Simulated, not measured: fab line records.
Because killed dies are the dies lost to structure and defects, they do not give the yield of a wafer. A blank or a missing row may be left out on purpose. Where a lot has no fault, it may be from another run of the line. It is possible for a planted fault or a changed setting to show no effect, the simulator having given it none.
fab line records -- flow nand-harc
record: lots: 15, wafers: 45, last-day: 24
route steps=1159 shown A_BLC@989 A_M0@1008 A_M1@1026
lots with no fault: from the same line, run without faults
start-h: the number of hours between the record's first day and the start of the first shown wafer of the lot -- wait-h: hours elapsed since this lot's preceding step -- " unchanged from the row above -- L1.1+2: one row covering several wafers at once -- - either no value or no given start -- * or withheld: withheld -- < > ~ a bound
route shown NAME@n: names a module that has steps shown in the file, with the first one's number in the route -- usual: the fault-free wafers' mean and standard deviation -- same: alike in all rows -- chamber/n: place in a boat -- sites: each site's reading -- _std_site: standard deviation across them -- _edge_site: the outer-site mean with the inner-site mean subtracted -- radius-mm: for every site, how far away it sits from the centre of the wafer -- mask NAME#n: copy n -- behind: the last tool/chamber to shape the wafer -- hold: why the lot was held/for how many hours/how that ended -- device: transistor that didn't switch, given as n, p or np -- end of line: the tests these same wafers got at the end of their route -- a step with no rows: only its recipe -- killed: count of dies lost to structure and defects at first sort (not the wafer's yield) -- map: per-die view of a wafer (x killed, . not killed, _ where there is no die)
set.NAME: the setting that was run; set.NAME@STEP: the one run at that earlier step -- model.NAME: the simulator's own value behind a step, which no gauge read
steps of the route over a sample of lots; a table a step, a row a wafer
services: when a tool's chamber went out of use (start-h, in hours from the record's first day, below 0 if earlier), for how many hours, and the reason
== steps ==
step: NHARC_A_BLC_CVD_24
recipe: target-thk-a: 1500, temp-c: 300, pressure-torr: 40, wf6-flow-sccm: 40, h2-flow-sccm: 1600, ar-flow-sccm: 1560, time-s: 434, material: W
usual: heater-power-w: 422/25, throttle-valve-pct: 7.9/0.35
lot.wafer,tool,chamber,start-h,wait-h,heater-power-w,throttle-valve-pct
L695.4,cvd-w-01,0,-,-,391,8.0
L695.6,cvd-w-01,0,-,-,392,7.7
L695.5,cvd-w-01,1,-,-,446,8.2
L698.1,cvd-w-02,1,-,-,455,7.9
L698.2,cvd-w-02,0,-,-,407,7.9
L698.6,cvd-w-02,1,-,-,462,7.8
L697.1,cvd-w-01,0,-,-,395,8.3
L697.3,cvd-w-01,1,-,-,449,8.4
L697.4,cvd-w-01,0,-,-,393,8.0
L696.4,cvd-w-01,0,-,-,397,8.0
L696.6,cvd-w-01,1,-,-,444,8.5
L696.5,cvd-w-01,0,-,-,388,8.0
L701.3,cvd-w-02,0,-,-,397,7.6
L701.5,cvd-w-02,1,-,-,458,7.6
L701.6,cvd-w-02,0,-,-,401,7.5
L702.2,cvd-w-02,1,-,-,443,7.6
L702.4,cvd-w-02,1,-,-,451,7.7
L702.6,cvd-w-02,1,-,-,444,8.1
L704.2,cvd-w-02,0,-,-,408,7.9
L704.1,cvd-w-02,1,-,-,451,7.8
L704.5,cvd-w-02,0,-,-,408,7.8
L703.1,cvd-w-02,1,-,-,448,7.8
L703.4,cvd-w-02,0,-,-,405,7.7
L703.5,cvd-w-02,1,-,-,454,7.9
L713.2,cvd-w-02,0,-,-,414,7.4
L713.4,cvd-w-02,1,-,-,457,8.0
L713.3,cvd-w-02,0,-,-,405,7.3
L712.3,cvd-w-01,1,-,-,441,8.4
L712.4,cvd-w-01,0,-,-,385,7.8
L712.6,cvd-w-01,0,-,-,396,7.9
L714.1,cvd-w-02,1,-,-,438,7.9
L714.3,cvd-w-02,0,-,-,409,7.7
L714.6,cvd-w-02,1,-,-,442,8.0
L711.1,cvd-w-02,1,-,-,452,7.9
L711.3,cvd-w-02,0,-,-,416,7.3
L711.6,cvd-w-02,1,-,-,450,7.8
L715.1,cvd-w-01,1,-,-,446,8.6
L715.4,cvd-w-01,0,-,-,386,7.8
L715.3,cvd-w-01,1,-,-,438,8.4
L717.2,cvd-w-01,0,-,-,381,7.8
L717.4,cvd-w-01,1,-,-,429,8.8
L717.6,cvd-w-01,0,-,-,382,7.8
L718.2,cvd-w-01,0,-,-,382,8.0
L718.4,cvd-w-01,1,-,-,440,8.3
L718.5,cvd-w-01,1,-,-,448,8.6
step: NHARC_A_M0_ETCH_34
recipe: target-depth-a: 400, overetch-a: 120, time-s: 43.94, ion-energy-ev: 200, n2-flow-sccm: 150, h2-flow-sccm: 150, ar-flow-sccm: 0, rf-w: 400, bias-w: 150, chemistry: N2/H2
usual: drypump-motor-current-A: 5.72/0.26, oes-product-au: 0.999/0.0092, rf-fwd-power-W: 395.0/1.9, rf-vpp-V: 430.1/2.8, showerhead-plenum-p-Torr: 2.03/0.099, throttle-valve-pct: 14.171/0.0095
lot.wafer,tool,chamber,start-h,wait-h,drypump-motor-current-A,oes-product-au,rf-fwd-power-W,rf-hours-counter-h,rf-vpp-V,showerhead-plenum-p-Torr,throttle-valve-pct
L695.4,rie-diel-06,1,391.97,0.1,5.58,1.010,394.0,9,427.8,1.95,14.161
L695.6,rie-diel-06,2,391.97,0.1,5.73,1.007,398.5,-,432.0,2.12,14.192
L695.5,rie-diel-06,3,391.97,0.1,5.90,1.002,393.4,-,427.6,1.95,14.178
L698.1,rie-diel-02,0,400.34,0.1,5.90,0.991,393.4,5,428.0,1.94,14.186
L698.2,rie-diel-02,1,400.34,0.1,6.03,1.012,397.8,5,434.8,2.15,14.165
L698.6,rie-diel-02,3,400.34,0.1,5.85,1.020,397.4,-,432.7,2.08,14.181
L697.3,rie-diel-06,1,403.62,0.1,5.58,1.005,394.4,10,428.5,1.95,14.171
L697.4,rie-diel-06,3,403.62,0.1,5.87,1.009,395.0,11,427.5,1.95,14.154
L697.1,rie-diel-06,0,403.62,0.1,5.19,1.013,396.2,11,427.4,1.94,14.186
L696.4,rie-diel-09,3,410.62,0.1,5.64,0.988,391.8,10,429.5,1.96,14.181
L696.5,rie-diel-09,0,410.62,0.1,5.24,0.995,394.2,-,433.1,2.16,14.175
L696.6,rie-diel-09,1,410.62,0.1,5.72,0.989,395.7,-,433.5,2.17,14.181
L701.3,rie-diel-02,0,443.00,0.1,5.92,0.983,395.7,9,428.1,1.94,14.170
L701.5,rie-diel-02,0,443.00,0.1,5.95,0.979,393.5,-,428.0,1.94,14.159
L701.6,rie-diel-02,1,443.00,0.1,6.02,0.995,396.6,-,433.9,2.15,14.163
L702.4,rie-diel-02,0,443.45,0.2,5.92,0.976,394.2,9,426.4,1.94,14.166
L702.2,rie-diel-02,3,443.45,0.2,5.83,1.006,395.0,6,429.1,2.08,14.167
L702.6,rie-diel-02,0,443.45,0.2,5.93,0.990,394.8,-,427.5,1.94,14.163
L704.2,rie-diel-09,2,450.31,0.1,5.78,1.001,396.6,1,427.6,1.92,14.167
L704.1,rie-diel-09,3,450.31,0.1,5.64,0.996,390.5,1,428.0,1.96,14.183
L704.5,rie-diel-09,3,450.31,0.1,5.67,0.993,390.9,-,429.6,1.96,14.182
L703.4,rie-diel-09,0,451.16,0.1,5.20,0.998,395.9,1,435.6,2.16,14.167
L703.1,rie-diel-09,1,451.16,0.1,5.68,0.993,398.0,2,432.7,2.17,14.179
L703.5,rie-diel-09,2,451.16,0.1,5.76,0.991,396.8,-,426.6,1.92,14.172
L713.4,rie-diel-02,3,496.40,0.1,5.85,1.013,394.9,9,432.5,2.08,14.181
L713.2,rie-diel-02,1,496.40,0.1,6.03,1.004,393.5,13,433.8,2.15,14.151
L713.3,rie-diel-02,2,496.40,0.1,6.01,1.000,396.1,13,428.4,1.94,14.163
L712.4,rie-diel-06,3,496.81,0.1,5.91,1.003,395.8,5,429.0,1.95,14.171
L712.3,rie-diel-06,1,496.81,0.1,5.59,1.015,390.2,5,426.9,1.94,14.166
L712.6,rie-diel-06,0,496.81,0.1,5.20,0.998,395.5,-,428.0,1.94,14.174
L714.1,rie-diel-09,3,507.48,0.1,5.64,1.001,391.1,7,428.9,1.96,14.161
L714.3,rie-diel-09,2,507.48,0.1,5.74,1.005,394.2,6,426.9,1.92,14.172
L714.6,rie-diel-09,3,507.48,0.1,5.65,0.998,393.0,-,428.0,1.96,14.170
L711.3,rie-diel-09,1,509.68,0.1,5.70,0.992,397.0,6,433.7,2.17,14.161
L711.1,rie-diel-09,0,509.68,0.1,5.25,0.996,396.0,6,433.2,2.15,14.172
L711.6,rie-diel-09,1,509.68,0.1,5.70,0.988,397.4,-,432.6,2.17,14.176
L715.4,rie-diel-02,3,521.07,0.1,5.87,1.005,394.7,0,432.4,2.08,14.164
L715.1,rie-diel-02,0,521.07,0.1,5.92,0.979,394.8,0,427.7,1.94,14.166
L715.3,rie-diel-02,1,521.07,0.1,6.03,1.007,395.3,0,432.8,2.15,14.150
L717.2,rie-diel-09,0,533.17,0.1,5.23,0.999,393.6,8,432.6,2.15,14.166
L717.4,rie-diel-09,1,533.17,0.1,5.69,0.987,395.2,8,434.8,2.16,14.168
L717.6,rie-diel-09,0,533.17,0.1,5.25,0.983,395.2,-,433.9,2.15,14.165
L718.2,rie-diel-06,2,544.37,0.1,5.72,1.004,393.9,8,431.2,2.12,14.151
L718.4,rie-diel-06,3,544.37,0.1,5.89,1.010,395.3,8,427.8,1.95,14.167
L718.5,rie-diel-06,2,544.37,0.1,5.72,1.011,397.7,-,432.4,2.12,14.177
step: NHARC_A_M0_PVD_20
recipe: target-thk-a: 50, bias-v: 168.6, power-w: 15000, chamber-pressure-pa: 0.12, time-s: 8.06, substrate-temp-c: 50, material: TaN
usual: cathode-dc-power-W: 15000/2.7, throttle-valve-pct: 30.1/1
lot.wafer,tool,chamber,start-h,wait-h,cathode-dc-power-W,throttle-valve-pct
L695.4,pvd-sputter-01,-,-,-,14996,30.2
L695.5,pvd-sputter-01,-,-,-,14997,27.6
L695.6,pvd-sputter-01,-,-,-,14996,30.3
L698.2,pvd-sputter-01,-,-,-,14996,30.4
L698.1,pvd-sputter-01,-,-,-,15000,31.1
L698.6,pvd-sputter-01,-,-,-,14997,30.7
L697.4,pvd-sputter-02,-,-,-,14997,30.3
L697.3,pvd-sputter-02,-,-,-,14998,30.6
L697.1,pvd-sputter-02,-,-,-,15001,30.7
L696.4,pvd-sputter-02,-,-,-,14997,30.5
L696.5,pvd-sputter-02,-,-,-,15000,28.7
L696.6,pvd-sputter-02,-,-,-,15001,30.6
L701.3,pvd-sputter-03,-,-,-,15000,29.5
L701.5,pvd-sputter-03,-,-,-,15004,30.7
L701.6,pvd-sputter-03,-,-,-,15002,29.5
L702.2,pvd-sputter-01,-,-,-,15001,30.1
L702.4,pvd-sputter-01,-,-,-,15001,30.7
L702.6,pvd-sputter-01,-,-,-,15003,27.4
L704.2,pvd-sputter-02,-,-,-,14998,30.7
L704.1,pvd-sputter-02,-,-,-,15005,28.5
L704.5,pvd-sputter-02,-,-,-,14998,31.1
L703.1,pvd-sputter-02,-,-,-,15000,28.8
L703.4,pvd-sputter-02,-,-,-,15003,30.5
L703.5,pvd-sputter-02,-,-,-,15001,30.9
L713.2,pvd-sputter-03,-,-,-,15000,29.0
L713.4,pvd-sputter-03,-,-,-,14999,30.8
L713.3,pvd-sputter-03,-,-,-,14996,29.8
L712.3,pvd-sputter-01,-,-,-,14998,30.5
L712.4,pvd-sputter-01,-,-,-,15001,30.8
L712.6,pvd-sputter-01,-,-,-,14994,30.4
L714.1,pvd-sputter-03,-,-,-,15000,31.5
L714.3,pvd-sputter-03,-,-,-,15001,30.9
L714.6,pvd-sputter-03,-,-,-,14999,31.6
L711.1,pvd-sputter-01,-,-,-,15001,30.8
L711.3,pvd-sputter-01,-,-,-,14998,30.2
L711.6,pvd-sputter-01,-,-,-,15002,30.7
L715.4,pvd-sputter-02,-,-,-,14997,30.5
L715.3,pvd-sputter-02,-,-,-,15005,30.7
L715.1,pvd-sputter-02,-,-,-,15001,28.8
L717.4,pvd-sputter-03,-,-,-,14998,31.7
L717.2,pvd-sputter-03,-,-,-,15005,29.3
L717.6,pvd-sputter-03,-,-,-,15001,30.9
L718.2,pvd-sputter-02,-,-,-,15001,28.4
L718.4,pvd-sputter-02,-,-,-,15001,30.3
L718.5,pvd-sputter-02,-,-,-,15006,30.6
step: NHARC_A_M1_DEP_00
recipe: target-thk-a: 1825, target-thk-nm: 182.5, temp-c: withheld, pressure-torr: 5, flow-sccm: 200, rf-w: 600, material: SiOC
usual: chamber-pressure-Torr: 5.001/0.011, rf-fwd-power-W: 598.1/1.9
lot.wafer,tool,chamber,start-h,wait-h,chamber-pressure-Torr,rf-fwd-power-W
L695.5,pecvd-03,1,395.12,-,5.004,597.8
L695.6,pecvd-03,2,395.12,-,4.993,597.6
L695.4,pecvd-03,0,395.12,-,4.997,599.1
L698.1,pecvd-03,0,403.27,-,5.000,600.6
L698.2,pecvd-03,1,403.27,-,5.015,598.8
L698.6,pecvd-03,2,403.27,-,4.982,596.6
L697.1,pecvd-03,1,406.87,0.5,5.006,599.2
L697.3,pecvd-03,2,406.87,0.5,5.000,594.7
L697.4,pecvd-03,2,406.87,0.5,4.977,597.7
L696.6,pecvd-03,1,413.74,-,4.992,599.4
L696.4,pecvd-03,2,413.74,-,5.004,600.2
L696.5,pecvd-03,0,413.74,-,4.995,599.0
L701.3,pecvd-02,2,446.12,-,-,-
L701.5,pecvd-02,2,446.12,-,-,-
L701.6,pecvd-02,0,446.12,-,-,-
L702.2,pecvd-02,0,446.72,-,-,-
L702.4,pecvd-02,0,446.72,-,-,-
L702.6,pecvd-02,1,446.72,-,-,-
L704.1,pecvd-01,1,453.41,0.4,-,-
L704.2,pecvd-01,2,453.41,0.4,-,-
L704.5,pecvd-01,2,453.41,0.4,-,-
L703.1,pecvd-02,1,454.31,-,5.001,598.5
L703.5,pecvd-02,0,454.31,-,5.000,599.5
L703.4,pecvd-02,2,454.31,-,5.008,597.3
L713.2,pecvd-02,2,499.36,-,4.994,598.2
L713.3,pecvd-02,1,499.36,-,5.013,597.5
L713.4,pecvd-02,2,499.36,-,5.011,599.5
L712.3,pecvd-01,2,499.85,-,5.005,599.8
L712.4,pecvd-01,0,499.85,-,4.997,597.9
L712.6,pecvd-01,2,499.85,-,4.998,597.0
L714.3,pecvd-01,1,510.73,-,5.013,597.6
L714.1,pecvd-01,2,510.73,-,5.014,598.0
L714.6,pecvd-01,1,510.73,-,4.997,597.9
L711.1,pecvd-01,1,513.02,-,4.974,601.9
L711.3,pecvd-01,2,513.02,-,4.991,596.2
L711.6,pecvd-01,0,513.02,-,5.004,597.9
L715.1,pecvd-01,2,524.13,-,4.994,596.8
L715.3,pecvd-01,1,524.13,-,4.992,600.2
L715.4,pecvd-01,1,524.13,-,5.021,598.2
L717.2,pecvd-03,0,536.21,-,4.990,598.7
L717.4,pecvd-03,0,536.21,-,5.018,596.6
L717.6,pecvd-03,1,536.21,-,5.016,593.3
L718.2,pecvd-03,2,547.43,-,5.024,593.8
L718.4,pecvd-03,1,547.43,-,4.991,596.1
L718.5,pecvd-03,2,547.43,-,5.017,594.5
== services ==
tool,chamber,start-h,hours,kind
rie-diel-06,1,366.48,9.1,repair
rie-diel-09,0,368.57,18.8,repair
cvd-w-02,-,377.54,13.0,pm
pecvd-01,-,389.82,0.6,repair
rie-diel-02,3,391.45,4.9,repair
pvd-sputter-02,-,392.03,10.0,pm
rie-diel-02,3,409.61,30.2,repair
rie-diel-06,-,418.32,9.0,pm
pecvd-01,-,418.60,13.0,pm
rie-diel-09,-,431.11,9.0,pm
pvd-sputter-01,-,448.04,17.1,repair
pecvd-01,0,451.17,21.6,repair
pvd-sputter-03,-,458.07,10.0,pm
pecvd-03,2,472.87,4.5,repair
pecvd-03,-,473.05,13.0,pm
cvd-w-01,-,477.57,13.0,pm
rie-diel-06,0,477.84,6.1,repair
pecvd-01,-,479.79,0.8,repair
pecvd-02,-,502.60,68.1,repair
rie-diel-02,-,504.78,9.0,pm
rie-diel-06,1,512.58,4.6,repair
pvd-sputter-01,-,514.00,10.0,pm
pvd-sputter-01,-,533.83,4.3,repair
pecvd-01,0,537.33,4.4,repair
== key ==
first-sign: step: NHARC_A_M1_DEP_00, reading: tool-record, direction: missing
effect none on later readings
met-at NHARC_A_M1_DEP_00
struck-lots L701,L702,L704
later-rows-left-out L701.3,L701.5,L701.6,L702.2,L702.4,L702.6,L704.1,L704.2,L704.5
sort-left-out L701.3,L701.5,L701.6,L702.2,L702.4,L702.6,L704.1,L704.2,L704.5
not-acting-at NHARC_A_BLC_CVD_24,NHARC_A_M0_ETCH_34,NHARC_A_M0_PVD_20
fault: kind: skipped-step-whole, tool: pecvd-01,pecvd-02, chamber: -, onset-h: 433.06, steps: NHARC_A_M1_DEP_00, scope: struck-lots-only
sort-left-out: the simulated sort isn't trusted on such a fault, so these wafers' sort isn't shown, and their yield isn't known
later-rows-left-out: the simulator's readings of these wafers behind a module that went badly wrong aren't trusted and aren't shown, but for the sort
